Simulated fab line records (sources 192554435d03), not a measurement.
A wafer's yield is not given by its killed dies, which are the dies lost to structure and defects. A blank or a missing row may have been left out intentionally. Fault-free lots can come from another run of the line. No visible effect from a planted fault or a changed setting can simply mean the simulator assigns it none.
A struck lot beside a sound one / flow n5Finfet / 43 out of 1938 route steps
Sound: wafers L363.3, L363.4, L363.6. Struck: wafer L376.3 (L376.4, L376.6, from the same lot, were not struck and are left out); the cause is given at the end.
At each step with rows: each side's tool, then ch and its chambers, then its first start. Under that, the readings that differ: sound wafers / struck wafers / difference of the means / sigmas: that difference in standard deviations of wafers without a fault.
alike: a reading whose means differ by less than 2 such deviations, as well as words and numbers matching on both sides. not compared: withheld readings; readings where some wafer has no value; bounds like >300 that might hide an equal value; numbers whose values overlap and for which the record gives no deviation.
The two part at a step that has a row with sigmas, a row that says differs or no value, or rows on one side only. Numbers that don't overlap but have no deviation are shown without sigmas and don't part them. Lack of a reading on every wafer of one side parts them only where that side has two or more wafers.

first, 1 step without rows for these wafers: N5_BEOL_M2_STRIP_83 (strips in C4F6/O2).
N5_BEOL_M2_STRIP_36: strips in N2/H2.
  sound on rieDiel-03 ch 0,1,2, day 7 11:53; struck on rieDiel-03 ch 1, day 10 12:25
  alike: chamberPressureMTorr, drypumpMotorCurrentA, oesProductAu, rfVppV, showerheadPlenumPTorr, throttleValvePct
  not compared: rfHoursCounterH
then, 1 step without rows for these wafers: N5_BEOL_M2_TRENCH_ETCH_37 (etches SiOC in C4F6/O2, target depth 55.555 nm, time 29.2 s).
N5_BEOL_M2_ETCH_41: etches SiCN in CH3F/O2, target depth 29.9 nm, time 52.5 s.
  sound: rieDiel-03 ch 0,1,2; struck: rieDiel-03 ch 1
  alike: chamberPressureMTorr, drypumpMotorCurrentA, oesProductAu, rfVppV, showerheadPlenumPTorr, throttleValvePct
  not compared: rfHoursCounterH
then, 1 step without rows for these wafers: N5_BEOL_M2_STRIP_97 (strips in N2/H2, time 10 s).
N5_BEOL_M2_OCD_MEAS_38:
  sound: ocd-02 at day 7 12:05; struck: ocd-02 at day 10 12:37
  alike: trenchDepthNm
then, 4 steps without rows for these wafers: N5_BEOL_M2_HM_STRIP_39 (strips TiN in peroxide tin strip, target depth 25 nm, time 158 s); N5_BEOL_M2_SRD_40 (time 30 s); N5_BEOL_M2_PRECLEAN_42 (cleans in residue remover, time 60 s); N5_BEOL_M2_SRD_43 (time 30 s).
N5_BEOL_M2_CD_MEAS_35: target cd 18 nm, target cd y 22.2 nm.
  sound: cdSem-02 at day 7 12:14; struck: cdSem-03 at day 10 12:46
  alike: cdNm
then, 1 step without rows for these wafers: N5_BEOL_M2_DEGAS_44 (time 60 s).
N5_BEOL_M2_PRE_CLEAN_45: time 30 s.
  sound: pvdSputter-02 at day 7 12:53; struck: pvdSputter-01 at day 10 13:07
reading=heaterPowerW (W); sound=323 325 314; struck=276; difference=-45; sigmas=-2
then, 13 steps without rows for these wafers: N5_BEOL_M2_ALD_84 (deposits TaN, pulse time 2 s, purge time 3 s, co reactant purge time 2 s); N5_BEOL_M2_SURFACE_TREAT_85; N5_BEOL_M2_CVD_47 (deposits Co from CCTBA/H2, target thk 3 nm, time 223.8 s); N5_BEOL_M2_SPUTTER_48 (material Cu, target thk 4.5 nm, time 8.29 s); N5_BEOL_M2_ANNEAL_49 (time 240 s); N5_BEOL_M2_SPUTTER_79 (material Cu, target thk 4.5 nm, time 8.29 s); N5_BEOL_M2_ANNEAL_80 (time 240 s); N5_BEOL_M2_SPUTTER_81 (material Cu, target thk 4.5 nm, time 8.29 s); N5_BEOL_M2_ANNEAL_82 (time 240 s); N5_BEOL_M2_SPUTTER_86 (material Cu, target thk 4.5 nm, time 8.29 s); N5_BEOL_M2_ANNEAL_87 (time 240 s); N5_BEOL_M2_SPUTTER_88 (material Cu, target thk 4.5 nm, time 8.29 s); N5_BEOL_M2_ANNEAL_89 (time 240 s).
N5_BEOL_M2_SPUTTER_90: material Cu, target thk 4.5 nm, time 8.29 s.
  sound: pvdSputter-03 at day 7 14:29; struck: pvdSputter-03 at day 10 14:57
  alike: substrateTempC, throttleValvePct
then, 2 steps without rows for these wafers: N5_BEOL_M2_ANNEAL_91 (time 240 s); N5_BEOL_M2_SPUTTER_92 (material Cu, target thk 4.5 nm, time 8.29 s).
N5_BEOL_M2_ANNEAL_93: time 240 s.
  sound: pvdSputter-03 at day 7 14:47; struck: pvdSputter-03 at day 10 15:15
  alike: heaterPowerW
then, 1 step without rows for these wafers: N5_BEOL_M2_SPUTTER_94 (material Cu, target thk 4.5 nm, time 8.29 s).
N5_BEOL_M2_ANNEAL_95: time 240 s.
  sound: pvdSputter-03 at day 7 15:01; struck: pvdSputter-03 at day 10 15:28
  alike: heaterPowerW
then, 4 steps without rows for these wafers: N5_BEOL_M2_SPUTTER_96 (material Cu, target thk 4.5 nm, time 8.29 s); N5_BEOL_M2_ECD_50 (material Cu, target thk 300 nm); N5_BEOL_M2_ANNEAL_51 (time 90 s); N5_BEOL_M2_CMP_52 (polishes, stops on SiOC, t overpolish 6.8 s, target thk 40 nm).
N5_BEOL_M2_THK_MEAS_53: measures by xrf.
  sound: filmMetro-02 at day 7 15:56; struck: filmMetro-01 at day 10 16:43
  alike: M2_THK
then, 4 steps without rows for these wafers: N5_BEOL_M2_PRE_CLEAN_60 (time 15 s); N5_BEOL_M2_CO_CAP_55 (material Co, precursor CCTBA/H2, target thk 2 nm, time 102.1 s); N5_BEOL_M2_PRE_CLEAN_56 (time 15 s); N5_BEOL_M2_DEP_57 (deposits SiCN from 3MS/NH3, target thk 8 nm, time 14 s).
N5_BEOL_M2_RS_MEAS_58: uses a four-point probe to measure.
  sound: filmMetro-02 at day 7 16:14; struck: filmMetro-02 at day 10 16:58
  alike: M2_RS
-- here the record skips 6 days between the struck wafers' starts before and after, leaving off in module BEOL_M2 and picking up in module PASSIVATION (first step shown: number 1936 of the route) --
N5_PASSIVATION_PROBE_49:
  sound: prober-02 at day 13 02:01; struck: prober-02 at day 16 12:41
reading=defectLimitedYield (%); sound=91.6 90.0 90.5; struck=82.6; difference=-8.1; sigmas=-6
reading=killed_at_M0_to_M3; sound=39 53 45; struck=155; difference=+109; sigmas=+9
reading=killedDies; sound=99 118 112; struck=205; difference=+95; sigmas=+6
reading=sort_bin_5_function (%); sound=5.3 5.8 5.4; struck=12.1; difference=+6.6; sigmas=+7
reading=sortNPass; sound=1081 1062 1068; struck=975; difference=-95; sigmas=-6
reading=sortYieldPct (%); sound=91.6 90.0 90.5; struck=82.6; difference=-8.1; sigmas=-6
  alike: killed_at_M4_up, killedAtContacts, killedAtFrontEnd, killedAtOther, killedOpen, killedShort, sort_bin_4_leakage, sort_bin_6_memory

## WHERE THEY PART
At N5_BEOL_M2_PRE_CLEAN_45 first; at N5_PASSIVATION_PROBE_49 last (within this record only).

WHY: what had been put in by the simulator
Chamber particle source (pvdSputter-01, N5_BEOL_M2_PRE_CLEAN_45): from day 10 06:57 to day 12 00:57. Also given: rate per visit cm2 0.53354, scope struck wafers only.
